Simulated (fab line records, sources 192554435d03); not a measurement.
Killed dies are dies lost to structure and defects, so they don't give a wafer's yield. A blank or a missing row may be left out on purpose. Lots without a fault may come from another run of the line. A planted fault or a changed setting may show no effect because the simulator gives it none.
Chamber matching | flow n5_finfet | N5_HKMG_FIN_STRIP_57 on rie_diel-04: 4 sister chambers
The step strips in CF4. 4 wafers are shown with their chamber, then 10 later ones without.

WAFERS WITH THEIR CHAMBER
wafer  | chamber | showerhead_plenum_p_Torr (Torr)
L085.4 | 1       | 1.85
L085.5 | 2       | 1.80
L088.1 | 3       | 1.80
L088.4 | 0       | 1.85

WAFERS WITHOUT THEIR CHAMBER
wafer  | showerhead_plenum_p_Torr (Torr)
L088.5 | 1.85
L089.1 | 1.85
L089.3 | 1.80
L089.6 | 1.80
L095.1 | 1.79
L095.4 | 1.79
L095.5 | 1.85
L097.2 | 1.84
L097.3 | 1.79
L097.6 | 1.79

WHICH CHAMBER EACH WENT THROUGH
wafer  | from the rows above     | in truth
L088.5 | can't be placed: 0 or 1 | 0
L089.1 | can't be placed: 0 or 1 | 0
L089.3 | can't be placed: 2 or 3 | 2
L089.6 | can't be placed: 2 or 3 | 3
L095.1 | can't be placed: 2 or 3 | 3
L095.4 | can't be placed: 2 or 3 | 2
L095.5 | can't be placed: 0 or 1 | 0
L097.2 | can't be placed: 0 or 1 | 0
L097.3 | can't be placed: 2 or 3 | 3
L097.6 | can't be placed: 2 or 3 | 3
Placed correctly: 0 of 10. Can't be placed from these rows: 10 (the true chamber is among the candidates in 10). Placed wrongly: 0.
How it was worked out, from the rows above alone: a wafer's distance from a chamber is the root of the sum, over the readings, of the square of ((its reading less the chamber's mean) divided by the reading's scatter). The wafer belongs to the nearest chamber; if the next one is less than 2 further off, it can't be placed. A chamber's mean is the mean of its shown wafers. The scatter: with one shown wafer a chamber, the root of the mean of the squares of how far each hidden wafer lies from its nearest shown one.
